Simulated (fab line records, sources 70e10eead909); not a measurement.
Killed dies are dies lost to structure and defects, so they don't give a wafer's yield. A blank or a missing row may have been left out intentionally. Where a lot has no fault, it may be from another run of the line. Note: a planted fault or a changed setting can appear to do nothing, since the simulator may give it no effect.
One fault through the eyes of 2 desks :: flow nand harc :: only its own numbers are on each desk; what lay behind them is given at the end

THE METROLOGY DESK
Lot by lot, what the gauges showed, no matter which tool ran the lot: averages of those sampled wafers that carry a number. The brackets show how far a lot's mean lies from the usual mean; more than 4 standard deviations puts the lot out of limits, marked OUT.
Columns: A = cd nm at NHARC_A_SLIT_CD_MEAS_21, usual 289.3 nm
lot: L389
first seen here: day 14 13:26
A: 290.2

lot: L390
first seen here: day 15 00:05
A: 289.7

lot: L391
first seen here: day 15 01:41
A: 289.9

lot: L393
first seen here: day 15 22:47
A: 287.7

lot: L394
first seen here: day 16 00:22
A: 289.4

lot: L396
first seen here: day 16 00:43
A: 289.0

lot: L399
first seen here: day 17 03:35
A: 289.4

lot: L398
first seen here: day 17 05:16
A: 289.2

lot: L406
first seen here: day 18 19:54
A: 288.2

lot: L405
first seen here: day 19 07:14
A: 289.8

lot: L411
first seen here: day 20 03:40
A: 289.0

lot: L409
first seen here: day 20 03:51
A: 289.9

lot: L412
first seen here: day 20 09:22
A: 290.3
This desk's finding: nothing out of limits on any of the 13 lots.

AT THE TOOL OWNER'S DESK: rie metal-01
The tool's own readings at NHARC_A_WL_FILL_ETCHBACK_04 (etches the open film in NF3, target depth 60 nm, time 120 s): means of the sampled wafers that have a number, for each lot that ran on this tool. The brackets show how far a lot's mean lies from the usual mean; more than 4 standard deviations puts the lot out of limits, marked OUT.
Columns: A = drypump motor current A at NHARC_A_WL_FILL_ETCHBACK_04, usual 5.6 A; B = oes product au at NHARC_A_WL_FILL_ETCHBACK_04, usual 1.004 a.u.; C = run length s at NHARC_A_WL_FILL_ETCHBACK_04, usual 141.4 s
lot: L390
first seen here: day 15 15:12
A: 5.2
B: 1.011
C: 141.5

lot: L393
first seen here: day 16 14:29
A: 5.2
B: 1.008
C: 141.8

lot: L394
first seen here: day 16 17:18
A: 5.3
B: 1.004
C: 141.5

lot: L406
first seen here: day 19 13:03
A: 5.6
B: 1.002
C: 137.8 (-8.9) OUT

lot: L405
first seen here: day 19 19:14
A: 5.0
B: 0.990
C: 137.4 (-9.9) OUT
This desk finds L405, L406 out of limits, L406 being first, at day 19 13:03 (run length s at NHARC_A_WL_FILL_ETCHBACK_04). L390, L393, L394: within limits.

TAKEN TOGETHER
The tool owner's desk had the chance to raise an alarm at day 19 13:03 on L405, L406.
At the metrology desk, nothing out of limits was observed.
The metrology desk holds a record of L405, L406, inside its limits.
The lots listed all ran NHARC_A_WL_FILL_ETCHBACK_04 on rie metal-01.

WHAT THE SIMULATOR HAD INSERTED
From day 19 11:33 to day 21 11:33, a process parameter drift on rie metal-01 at NHARC_A_WL_FILL_ETCHBACK_04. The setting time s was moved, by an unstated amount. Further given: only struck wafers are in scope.
Shown lots that were struck: L405, L406.
Delay in hours, fault start to first out-of-limits reading, by desk: the tool owner's desk at 2.
